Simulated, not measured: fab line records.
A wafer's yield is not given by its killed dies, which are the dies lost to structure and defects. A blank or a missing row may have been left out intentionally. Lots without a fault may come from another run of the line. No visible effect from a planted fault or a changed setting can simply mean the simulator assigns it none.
Chamber matching || flow nand-harc || 4 sister chambers for NHARC_P_M1_DESCUM_14 on rie-diel-02
The step chemistry O2, time 3 s. 16 wafers are shown with their chamber, then 8 later ones without.

EACH WAFER AND ITS CHAMBER
{"wafer": "L074.1", "chamber": 2, "drypump-motor-current-A (A)": 5.6, "oes-product-au (a.u.)": 1.022, "throttle-valve-pct (%)": 11.303}
{"wafer": "L074.5", "chamber": 0, "drypump-motor-current-A (A)": 5.7, "oes-product-au (a.u.)": 0.993, "throttle-valve-pct (%)": 11.310}
{"wafer": "L074.6", "chamber": 3, "drypump-motor-current-A (A)": 4.8, "oes-product-au (a.u.)": 0.994, "throttle-valve-pct (%)": 11.305}
{"wafer": "L076.1", "chamber": 3, "drypump-motor-current-A (A)": 4.8, "oes-product-au (a.u.)": 0.987, "throttle-valve-pct (%)": 11.305}
{"wafer": "L076.2", "chamber": 0, "drypump-motor-current-A (A)": 5.8, "oes-product-au (a.u.)": 0.992, "throttle-valve-pct (%)": 11.317}
{"wafer": "L076.4", "chamber": 2, "drypump-motor-current-A (A)": 5.6, "oes-product-au (a.u.)": 1.026, "throttle-valve-pct (%)": 11.311}
{"wafer": "L079.2", "chamber": 2, "drypump-motor-current-A (A)": 5.6, "oes-product-au (a.u.)": 1.011, "throttle-valve-pct (%)": 11.307}
{"wafer": "L079.3", "chamber": 3, "drypump-motor-current-A (A)": 4.8, "oes-product-au (a.u.)": 0.984, "throttle-valve-pct (%)": 11.310}
{"wafer": "L079.6", "chamber": 3, "drypump-motor-current-A (A)": 4.8, "oes-product-au (a.u.)": 0.983, "throttle-valve-pct (%)": 11.297}
{"wafer": "L084.1", "chamber": 2, "drypump-motor-current-A (A)": 5.6, "oes-product-au (a.u.)": 1.004, "throttle-valve-pct (%)": 11.315}
{"wafer": "L084.4", "chamber": 1, "drypump-motor-current-A (A)": 6.1, "oes-product-au (a.u.)": 0.991, "throttle-valve-pct (%)": 11.313}
{"wafer": "L084.5", "chamber": 0, "drypump-motor-current-A (A)": 5.7, "oes-product-au (a.u.)": 0.999, "throttle-valve-pct (%)": 11.324}
{"wafer": "L086.3", "chamber": 2, "drypump-motor-current-A (A)": 5.6, "oes-product-au (a.u.)": 1.011, "throttle-valve-pct (%)": 11.325}
{"wafer": "L086.4", "chamber": 3, "drypump-motor-current-A (A)": 4.8, "oes-product-au (a.u.)": 0.997, "throttle-valve-pct (%)": 11.305}
{"wafer": "L086.5", "chamber": 0, "drypump-motor-current-A (A)": 5.7, "oes-product-au (a.u.)": 1.001, "throttle-valve-pct (%)": 11.325}
{"wafer": "L088.1", "chamber": 0, "drypump-motor-current-A (A)": 5.7, "oes-product-au (a.u.)": 0.998, "throttle-valve-pct (%)": 11.307}

SIGNATURES, as means of the wafers listed above
{"reading": "drypump-motor-current-A", "chamber 0": 5.720, "chamber 1": 6.100, "chamber 2": 5.600, "chamber 3": 4.800, "scatter within a chamber": 0.0258}
{"reading": "oes-product-au", "chamber 0": 0.99660, "chamber 1": 0.99100, "chamber 2": 1.01480, "chamber 3": 0.98900, "scatter within a chamber": 0.0067}
{"reading": "throttle-valve-pct", "chamber 0": 11.31660, "chamber 1": 11.31300, "chamber 2": 11.31220, "chamber 3": 11.30440, "scatter within a chamber": 0.00726}
Rule: for a wafer and a chamber, the distance is found by dividing, reading by reading, the gap between the wafer's reading and the chamber's mean by the reading's scatter, squaring, summing and taking the root. The wafer belongs to the nearest chamber; if the next one is less than 2 further off, it can't be placed. The scatter is the square root of a quotient: the sum, over the shown wafers, of each reading's squared deviation from its chamber's mean, divided by wafers minus chambers.

WAFERS WITHOUT THEIR CHAMBER
{"wafer": "L088.4", "drypump-motor-current-A (A)": 6.0, "oes-product-au (a.u.)": 1.000, "throttle-valve-pct (%)": 11.302}
{"wafer": "L088.5", "drypump-motor-current-A (A)": 6.1, "oes-product-au (a.u.)": 1.005, "throttle-valve-pct (%)": 11.306}
{"wafer": "L094.1", "drypump-motor-current-A (A)": 5.6, "oes-product-au (a.u.)": 1.002, "throttle-valve-pct (%)": 11.319}
{"wafer": "L094.4", "drypump-motor-current-A (A)": 5.7, "oes-product-au (a.u.)": 0.998, "throttle-valve-pct (%)": 11.318}
{"wafer": "L094.6", "drypump-motor-current-A (A)": 6.1, "oes-product-au (a.u.)": 0.983, "throttle-valve-pct (%)": 11.325}
{"wafer": "L095.2", "drypump-motor-current-A (A)": 4.8, "oes-product-au (a.u.)": 1.001, "throttle-valve-pct (%)": 11.310}
{"wafer": "L095.3", "drypump-motor-current-A (A)": 6.1, "oes-product-au (a.u.)": 1.004, "throttle-valve-pct (%)": 11.307}
{"wafer": "L095.6", "drypump-motor-current-A (A)": 5.6, "oes-product-au (a.u.)": 1.007, "throttle-valve-pct (%)": 11.317}

THE CHAMBER EACH PASSED THROUGH
{"wafer": "L088.4", "from the rows above": 1, "in truth": 1}
{"wafer": "L088.5", "from the rows above": 1, "in truth": 1}
{"wafer": "L094.1", "from the rows above": 2, "in truth": 2}
{"wafer": "L094.4", "from the rows above": 0, "in truth": 0}
{"wafer": "L094.6", "from the rows above": 1, "in truth": 1}
{"wafer": "L095.2", "from the rows above": 3, "in truth": 3}
{"wafer": "L095.3", "from the rows above": 1, "in truth": 1}
{"wafer": "L095.6", "from the rows above": 2, "in truth": 2}
Placed correctly: 8 of 8. Left unplaced by these rows: 0. 0 placed wrongly.
